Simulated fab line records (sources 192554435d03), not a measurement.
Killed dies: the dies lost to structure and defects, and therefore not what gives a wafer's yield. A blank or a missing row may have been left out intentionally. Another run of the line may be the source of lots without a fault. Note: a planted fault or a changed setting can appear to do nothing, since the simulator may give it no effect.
Comparing a struck lot with a sound one / flow n5_finfet / 36 steps out of a route of 1938
Sound: the wafers L843.4, L843.5, L843.6. Struck: wafer L855.4. (L855.2, L855.5 of the same lot were not struck and are left out.) The cause comes at the end.
Each step with rows lists, per side, the tool, then ch with its chambers, then its first start. Under that, the readings that differ: sound wafers / struck wafers / difference of the means / sigmas: that difference in standard deviations of wafers without a fault.
alike: same words and numbers on both sides, and readings whose means sit less than 2 such deviations apart. not compared: any withheld reading, any reading some wafer has no value for, any bound like >300 that may hide the same value, and any number with overlapping values for which the record gives no deviation.
The two part at a step that has a row with sigmas, a row that says differs or no value, or rows on one side only. When numbers do not overlap yet have no deviation, they are printed without sigmas and do not part them. A reading missing from all wafers of one side parts the sides only when that side holds two or more wafers.

first, 8 steps without rows for these wafers: N5_MOL_CONTACT_COAG_PRE_CLEAN_121; N5_MOL_CONTACT_COAG_CVD_140 (deposits W, target thk 66.5 nm, time 215 s); N5_MOL_CONTACT_COAG_PRECLEAN_127 (cleans in DIW, time 57.5 s); N5_MOL_CONTACT_COAG_SRD_128 (dry time 32 s); N5_MOL_CONTACT_COAG_CMP_52 (polishes, stops on SiO2, t overpolish 1.5 s, target thk 66.5 nm); N5_MOL_CONTACT_COAG_ANNEAL_112 (time 1800 s); N5_BEOL_M0_SAQP_PECVD_00 (deposits SiCN from 3MS/NH3, target thk 8 nm, time 14 s); N5_BEOL_M0_SAQP_ILD_DEP_01 (deposits SiOC from DEMS/O2, target thk 45.419 nm, time 8.7 s).
N5_BEOL_M0_SAQP_HM_DEP_02: deposits TiN, target thk 12 nm.
  struck on pvd_sputter-02, day 9 06:53; sound on pvd_sputter-02, day 6 04:44
reading=model.TiN_of_BEOL_M0_SAQP_HM_DEP_02.thk_nm (nm); sound=12.2 12.2 12; struck=8.8; difference=-3.3; sigmas=
  alike: throttle_valve_pct
then, 25 steps without rows for these wafers: N5_BEOL_M0_SAQP_PECVD_03 (deposits SiCN from 3MS/NH3, target thk 12 nm, time 21.1 s); N5_BEOL_M0_SAQP_PECVD_96 (deposits a-Si from SiH4/He, target thk 45 nm, time 45.2 s); N5_BEOL_M0_SAQP_PECVD_97 (deposits SiNx from SiH4/NH3/N2, target thk 23 nm, time 19.9 s); N5_BEOL_M0_SAQP_PECVD_04 (deposits a-Si from SiH4/He, target thk 60 nm, time 60.2 s); N5_BEOL_M0_SAQP_HM_DEP_111 (deposits SiO2 from SiH4/N2O, target thk 12 nm, time 7.2 s); N5_BEOL_M0_SAQP_COAT_81 (time 60 s, resist thk 100 nm); N5_BEOL_M0_SAQP_COAT_82 (time 60 s, resist thk 30 nm); N5_BEOL_M0_SAQP_COAT_08 (resist thk 90 nm); N5_BEOL_M0_SAQP_EBR_10; N5_BEOL_M0_SAQP_SOFTBAKE_09 (time 60 s); N5_BEOL_M0_SAQP_EXPOSE_11 (exposes mask M0 CORE, target cd 42 nm); N5_BEOL_M0_SAQP_PEB_12 (peb time 60 s); N5_BEOL_M0_SAQP_DEVELOP_13 (develop time 30 s); N5_BEOL_M0_SAQP_DESCUM_19 (chemistry O2, time 7.9 s); N5_BEOL_M0_SAQP_ETCH_83 (etches SiARC in CF4, target depth 39 nm, time 65 s); N5_BEOL_M0_SAQP_ETCH_84 (etches SOC in N2/H2, target depth 100 nm, overetch 20 nm, time 150 s); N5_BEOL_M0_SAQP_STRIP_80 (strips in N2/H2); N5_BEOL_M0_SAQP_HM_OPEN_112 (chemistry CHF3/O2, target SiO2, stops on a-Si, target depth 12 nm, time 13.5 s); N5_BEOL_M0_SAQP_STRIP_113 (strips in CHF3/O2); N5_BEOL_M0_SAQP_MANDREL_ETCH_20 (etches a-Si in HBr/Cl2, stops on SiNx, target depth 60 nm, bt time 10 s, time 30 s); N5_BEOL_M0_SAQP_STRIP_86 (strips in N2/H2); N5_BEOL_M0_SAQP_STRIP_115 (strips in post etch residue remover, time 60 s); N5_BEOL_M0_SAQP_SRD_93 (time 30 s); N5_BEOL_M0_SAQP_RECESS_114 (chemistry HF/NH3, target SiO2, target depth 14.4 nm, afs cycles 3, sublimation time 60 s); N5_BEOL_M0_SAQP_SPACER1_ALD_98 (deposits SiO2, target thk 12.8 nm, pulse time 1 s, purge time 2 s).
N5_BEOL_M0_TRENCH_ETCH_107: etches SiOC in C4F6/O2, target depth 32.8 nm, time 16.4 s.
  sound on rie_diel-03 ch 0,1,3, day 6 13:38; struck on rie_diel-05 ch 1, day 9 15:35
reading=rf_hours_counter_h (h); sound=- - -; struck=64; difference=no value on the sound wafers; sigmas=
reading=model.TiN_of_BEOL_M0_SAQP_HM_DEP_02.thk_nm (nm); sound=9.8 9.8 9.6; struck=6.2; difference=-3.5; sigmas=
  alike: drypump_motor_current_A, oes_product_au, rf_vpp_V, showerhead_plenum_p_Torr, throttle_valve_pct
-- a jump in the record: the struck wafers' starts before and after are 4 days apart (it breaks off in module BEOL_M0 and resumes in module BEOL_M4, where the first step shown is number 1111 of the route) --
N5_BEOL_M4_RC_MEAS_101:
  sound on prober-02 ch 0, day 9 11:20; struck on prober-01 ch 0, day 13 14:05
  alike: DIBL_N, DIBL_P, IOFF_N, IOFF_P, ION_N, ION_P, SS_N, SS_P, VT_N, VT_P

WHERE THEY PART
Only at N5_BEOL_M0_TRENCH_ETCH_107, as far as this record shows. Later steps at which nothing parts them and some readings are alike: N5_BEOL_M4_RC_MEAS_101.

WHY: whatever the simulator had introduced
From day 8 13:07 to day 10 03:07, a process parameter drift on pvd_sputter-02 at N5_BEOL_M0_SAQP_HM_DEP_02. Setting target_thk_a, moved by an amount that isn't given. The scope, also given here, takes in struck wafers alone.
